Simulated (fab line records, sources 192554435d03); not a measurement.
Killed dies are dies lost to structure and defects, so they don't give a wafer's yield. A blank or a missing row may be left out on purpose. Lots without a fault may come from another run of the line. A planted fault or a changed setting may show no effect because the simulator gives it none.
Split-lot experiment | flow n5_finfet | 7 lots, 21 wafers read, on a route of 1938 steps

THE SPLIT
At N5_HKMG_FIN_ETCH_55 (etches SOC in N2/H2, target depth 240 nm, time 300 s), the setting time_s was moved away from the recipe's 300 s on 7 of the 21 wafers read, by -14.8% to +19.3%. The other wafers ran this setting at the recipe's value.

The reading is taken at the split's own step.

THE READING
SiARC_of_HKMG_FIN_COAT_42.thk_nm (the simulator's own value, which no gauge read), in nm, at N5_HKMG_FIN_ETCH_55 (etches SOC in N2/H2, target depth 240 nm, time 300 s). The file gives no usual value for it. The 14 wafers here that ran the recipe average 21.5 nm, standard deviation 0.21 nm.

wafer  | tool, chamber at the split | time_s as run, s | against the recipe | SiARC_of_HKMG_FIN_COAT_42.thk_nm, nm | against lot-mates on the recipe
L074.2 | rie_diel-01, 2             | 262.3            | -12.6%             | 22.6                                 | +1.2
L074.3 | rie_diel-01, 0             | 262.3            | -12.6%             | 22.8                                 | +1.4
L074.4 | rie_diel-01, 1             | 300              | recipe             | 21.4                                 | -
L076.1 | rie_diel-02, 0             | 255.5            | -14.8%             | 22.8                                 | no lot-mate on the recipe
L076.2 | rie_diel-02, 1             | 255.5            | -14.8%             | 23.2                                 | no lot-mate on the recipe
L076.4 | rie_diel-02, 3             | 255.5            | -14.8%             | 23                                   | no lot-mate on the recipe
L081.1 | rie_diel-01, 3             | 300              | recipe             | 21.8                                 | -
L081.2 | rie_diel-01, 1             | 300              | recipe             | 21.6                                 | -
L081.4 | rie_diel-01, 0             | 300              | recipe             | 21.2                                 | -
L083.3 | rie_diel-02, 3             | 300              | recipe             | 21.4                                 | -
L083.4 | rie_diel-02, 1             | 300              | recipe             | 21.6                                 | -
L083.6 | rie_diel-02, 3             | 300              | recipe             | 21.4                                 | -
L086.2 | rie_diel-02, 1             | 300              | recipe             | 21.4                                 | -
L086.4 | rie_diel-02, 2             | 300              | recipe             | 21.6                                 | -
L086.5 | rie_diel-02, 1             | 300              | recipe             | 21.4                                 | -
L088.1 | rie_diel-01, 2             | 300              | recipe             | 21.2                                 | -
L088.3 | rie_diel-01, 1             | 300              | recipe             | 21.8                                 | -
L088.4 | rie_diel-01, 1             | 300              | recipe             | 21.8                                 | -
L090.2 | rie_diel-02, 3             | 357.9            | +19.3%             | 18.4                                 | -2.8
L090.3 | rie_diel-02, 2             | 300              | recipe             | 21.2                                 | -
L090.5 | rie_diel-02, 2             | 357.9            | +19.3%             | 18.8                                 | -2.4

THE FIT
A straight line over all 21 wafers: SiARC_of_HKMG_FIN_COAT_42.thk_nm changes by -0.124 nm for each +1% of time_s; r = -0.97; the points scatter about the line by 0.28 nm.
The same after taking each lot's own level away (the mean of its wafers on the recipe; 18 wafers): -0.125 nm for each +1%; r = -0.98; scatter 0.22 nm.
On that fit, the largest move of time_s shifts the reading by 2.4 nm.
The lots' own levels span 21.20 to 21.60 nm, that is 1.9 times the standard deviation above.
So the lot-to-lot level changes the slope little: the two slopes agree.
Check: with one of the wafers moved furthest among these (+19.3%) left out of the fit, the line predicts -2.25 nm for it against its lot-mates. It came out at -2.8 nm against them.

OTHER SPLITS ON THESE WAFERS
These wafers also went through other splits before the reading. Each is held against what the fit with the lots' levels taken away leaves over:
other split on the same wafers | wafers away from the commonest value | r with SiARC_of_HKMG_FIN_COAT_42.thk_nm (lot level and that fit taken away)
N5_SD_EPI_P_COAT_35 spin_rpm   | 8                                    | +0.28
N5_ILD0_CMP_03 down_force_psi  | 6                                    | -0.13
N5_SDB_COAT_03 spin_rpm        | 10                                   | -0.26

THE WHOLE CHAIN: every reading that the file lists as answering this split, in the file's order
step                | what it does                                         | reading                                                                           | change (the file's fit)               | r (the file's)
N5_HKMG_FIN_ETCH_55 | etches SOC in N2/H2, target depth 240 nm, time 300 s | etch.depth_nm (the simulator's own value, which no gauge read)                    | +2.39 nm for each +1% of the setting  | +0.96
N5_HKMG_FIN_ETCH_55 | etches SOC in N2/H2, target depth 240 nm, time 300 s | HKMG_FIN.feature_depth_nm (the simulator's own value, which no gauge read)        | +2.39 nm for each +1% of the setting  | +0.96
N5_HKMG_FIN_ETCH_55 | etches SOC in N2/H2, target depth 240 nm, time 300 s | SiARC_of_HKMG_FIN_COAT_42.thk_nm (the simulator's own value, which no gauge read) | -0.125 nm for each +1% of the setting | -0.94

THE FILE'S OWN FIT
SiARC_of_HKMG_FIN_COAT_42.thk_nm changes by -0.125 nm for each +1% of time_s, r = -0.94.
